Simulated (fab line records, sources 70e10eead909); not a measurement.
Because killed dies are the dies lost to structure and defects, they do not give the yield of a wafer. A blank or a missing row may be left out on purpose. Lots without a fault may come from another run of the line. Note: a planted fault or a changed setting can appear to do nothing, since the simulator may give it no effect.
Matching of chambers	flow nand-harc	4 sister chambers for NHARC_A_STAIRCASE_TRIM_20 on rie-diel-02
The step chemistry O2, time 211.2 s. 4 wafers are shown with their chamber, then 7 later ones without.

== WAFERS, EACH WITH ITS CHAMBER ==
wafer	chamber	showerhead-plenum-p-Torr (Torr)
L081.6	0	3.49
L083.3	2	3.51
L086.3	3	3.66
L086.4	1	3.43

== WAFERS WITH NO CHAMBER GIVEN ==
wafer	showerhead-plenum-p-Torr (Torr)
L086.5	3.48
L088.2	3.66
L088.4	3.48
L088.5	3.48
L093.2	3.65
L093.3	3.50
L093.6	3.50

== WHICH CHAMBER EACH ONE RAN IN ==
wafer	from the rows above	in truth
L086.5	0	0
L088.2	3	3
L088.4	0	0
L088.5	0	0
L093.2	3	3
L093.3	can't be placed: 0 or 2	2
L093.6	can't be placed: 0 or 2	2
Placed correctly: 5 of 7. Not placeable from these rows: 2 (in 2, the candidates include the true chamber). 0 placed wrongly.
How it was worked out, from the rows above alone: a wafer's distance from a chamber is the root of the sum, over the readings, of the square of ((its reading less the chamber's mean) divided by the reading's scatter). The wafer belongs to the nearest chamber; if the next one is less than 2 further off, it can't be placed. The mean given for a chamber averages the wafers shown for that chamber. The scatter (one wafer shown for each chamber): square how far every hidden wafer sits from the nearest shown wafer, average those squares and take the square root.
